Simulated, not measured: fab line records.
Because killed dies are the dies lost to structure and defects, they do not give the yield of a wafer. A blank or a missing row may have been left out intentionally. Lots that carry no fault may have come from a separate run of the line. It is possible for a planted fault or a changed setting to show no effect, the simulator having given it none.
Chamber matching    flow n5_finfet    N5_BEOL_M3_DESCUM_33 on rie_diel-03 has 4 sister chambers
The step chemistry O2, time 7 s. 4 wafers are shown with their chamber, then 8 later ones without.

== EACH WAFER AND ITS CHAMBER ==
wafer   chamber  oes_product_au (a.u.)
L077.1  0        0.72
L081.3  1        0.97
L081.4  2        0.69
L088.1  3        0.81

== WAFERS WITH NO CHAMBER GIVEN ==
wafer   oes_product_au (a.u.)
L088.3  0.93
L088.6  0.92
L091.2  0.70
L091.4  0.79
L091.6  0.80
L096.1  0.70
L096.2  0.80
L096.4  0.90

== WHICH CHAMBER EACH WENT THROUGH ==
wafer   from the rows above      in truth
L088.3  1                        1
L088.6  can't be placed: 1 or 3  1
L091.2  can't be placed: 2 or 0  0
L091.4  can't be placed: 3 or 0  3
L091.6  3                        3
L096.1  can't be placed: 2 or 0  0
L096.2  3                        3
L096.4  can't be placed: 1 or 3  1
3 of 8 placed correctly. Unplaceable from these rows: 5, with the true chamber sitting among the candidates in 5. Number placed wrongly: 0.
How it was worked out, from the rows above alone: a wafer's distance from a chamber is the root of the sum, over the readings, of the square of ((its reading less the chamber's mean) divided by the reading's scatter). If the next closest chamber is less than 2 further off than the closest, the wafer can't be placed; otherwise it belongs to the closest. The mean given for a chamber averages the wafers shown for that chamber. The scatter: root of mean squared gap, hidden wafer to nearest shown wafer, with one shown wafer a chamber.
